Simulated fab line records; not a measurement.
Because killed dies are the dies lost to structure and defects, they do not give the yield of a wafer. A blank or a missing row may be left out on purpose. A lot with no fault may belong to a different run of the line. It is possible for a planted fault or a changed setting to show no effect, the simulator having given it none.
A lot that was struck, set against a sound lot || flow n5Finfet || 20 out of 1938 route steps
Sound: wafers L504.1, L504.3, L504.4. Struck: wafers L510.2, L510.4 (left out: L510.1, a lot-mate that was not struck); the cause follows at the end.
Per side, at each step with rows, come the tool, then ch with its chambers, and then its first start. Under that, the readings that differ: sound wafers || struck wafers || difference of the means || sigmas: that difference in standard deviations of wafers without a fault.
alike: readings whose means differ by less than 2 such deviations, and words and numbers that are the same on both sides. not compared: withheld readings, readings that some wafer has no value for, bounds like >300 that may hide the same value, and numbers for which the record gives no deviation and whose values overlap.
Wherever a step has rows on one side only, a row that says differs or no value, or a row with sigmas, the two part there. Numbers that don't overlap but have no deviation are shown without sigmas and don't part them. A reading missing from all wafers of one side parts the sides only when that side holds two or more wafers.

first, 9 steps without rows for these wafers: N5_BEOL_M4_COAT_67 (time 60 s, resist thk 60 nm); N5_BEOL_M4_COAT_68 (time 60 s, resist thk 12 nm); N5_BEOL_M4_COAT_76 (time 60 s, resist thk 5 nm); N5_BEOL_M4_COAT_22 (resist thk 30 nm); N5_BEOL_M4_EBR_24; N5_BEOL_M4_SOFTBAKE_23 (time 60 s); N5_BEOL_M4_EXPOSE_25 (exposes mask V3, defocus 5 nm); N5_BEOL_M4_PEB_26 (peb time 60 s); N5_BEOL_M4_DEVELOP_27 (develop time 30 s).
N5_BEOL_M4_CD_MEAS_28: target cd 26.2 nm, target cd y 24.1 nm.
  sound on cdSem-02 ch 0, day 8 00:44; struck on cdSem-02 ch 0, day 10 23:29
{"reading": "cdNm (nm)", "sound": "25.75 25.99 26.06", "struck": "26.56 26.47", "difference": "+0.58", "sigmas": "+2"}
N5_BEOL_M4_OVL_MEAS_29:
  sound on overlay-02 ch 0, day 8 00:46; struck on overlay-01 ch 0, day 10 23:31
  alike: V3_OVL
N5_BEOL_M4_INSPECT_30: inspects for defects (brightfield).
  sound on defectInspect-02 at day 8 00:50; struck on defectInspect-01 at day 10 23:34
  alike: rawDefectCount
N5_BEOL_M4_DESCUM_33: chemistry O2, time 7 s.
  sound on rieDiel-04 ch 0,2,3, day 8 00:54; struck on rieDiel-04 ch 2,3, day 10 23:37
{"reading": "model.CAR-EUV_of_BEOL_M4_COAT_22.thkNm (nm)", "sound": "26.2 26 26.2", "struck": "26.6 26.6", "difference": "+0.5", "sigmas": ""}
  alike: drypumpMotorCurrentA, oesProductAu, rfVppV, showerheadPlenumPTorr, throttleValvePct
  not compared: rfHoursCounterH
N5_BEOL_M4_ETCH_77: etches underlayer in N2/H2, target depth 6.5 nm, time 5.2 s.
  sound on rieDiel-04 ch 0,2,3, day 8 00:56; struck on rieDiel-04 ch 2,3, day 10 23:38
  alike: drypumpMotorCurrentA, etchRfOnTimeS, oesProductAu, rfVppV, showerheadPlenumPTorr, throttleValvePct
  not compared: rfHoursCounterH
N5_BEOL_M4_ETCH_69: etches SiARC in CF4, target depth 15.6 nm, time 26 s.
  sound on rieDiel-04 ch 0,2,3, day 8 00:57; struck on rieDiel-04 ch 2,3, day 10 23:40
  alike: drypumpMotorCurrentA, etchRfOnTimeS, oesProductAu, rfVppV, showerheadPlenumPTorr, throttleValvePct
  not compared: rfHoursCounterH
N5_BEOL_M4_ALD_98: deposits SiO2, target thk 2.5 nm, pulse time 1 s, co reactant pulse time 1 s.
  sound on aldSin-02 ch 1,2,3, day 8 01:04; struck on aldSin-01 ch 1,2, day 10 23:44
  alike: chamberPressureTorr, heaterPowerW, precursorPulseHeightRel
N5_BEOL_M4_ETCHBACK_99: etches SiO2 in CHF3, target depth 5 nm, time 10.4 s.
  sound on rieDiel-06 ch 0,2,3, day 8 10:58; struck on rieDiel-04 ch 0,2, day 11 12:17
{"reading": "model.CAR-EUV_of_BEOL_M4_COAT_22.thkNm (nm)", "sound": "10.6 10.4 10.4", "struck": "11 11", "difference": "+1", "sigmas": ""}
  alike: drypumpMotorCurrentA, oesProductAu, rfVppV, showerheadPlenumPTorr, throttleValvePct
  not compared: rfHoursCounterH
N5_BEOL_M4_ETCH_70: etches SOC in N2/H2, target depth 80 nm, overetch 24 nm, time 130 s.
  sound on rieDiel-06 ch 0,2,3, day 8 11:00; struck on rieDiel-04 ch 0,2, day 11 12:20
  alike: drypumpMotorCurrentA, oesProductAu, rfVppV, showerheadPlenumPTorr, throttleValvePct
  not compared: rfHoursCounterH
N5_BEOL_M4_RC_MEAS_101:
  sound on prober-02 ch 0, day 8 15:39; struck on prober-01 ch 0, day 11 17:00
{"reading": "DIBL_N (mV/V)", "sound": "36.7 37.6 38.1", "struck": "34.5 34.7", "difference": -2.9, "sigmas": -2}
  alike: DIBL_P, IOFF_N, IOFF_P, ION_N, ION_P, SS_N, SS_P, VT_N, VT_P
-- the record jumps here: 4 days lie between the struck wafers' starts before and after (it left off in module BEOL_M4 and takes up again in module PASSIVATION, whose first step shown is number 1936 of the route) --
N5_PASSIVATION_PROBE_49:
  rows exist in the record for the struck wafers here (prober-02, day 16 04:49), but not for the sound ones

## WHERE THEY PART
Last at N5_PASSIVATION_PROBE_49 as far as this record goes, first at N5_BEOL_M4_CD_MEAS_28.

WHY: what the simulator had put in
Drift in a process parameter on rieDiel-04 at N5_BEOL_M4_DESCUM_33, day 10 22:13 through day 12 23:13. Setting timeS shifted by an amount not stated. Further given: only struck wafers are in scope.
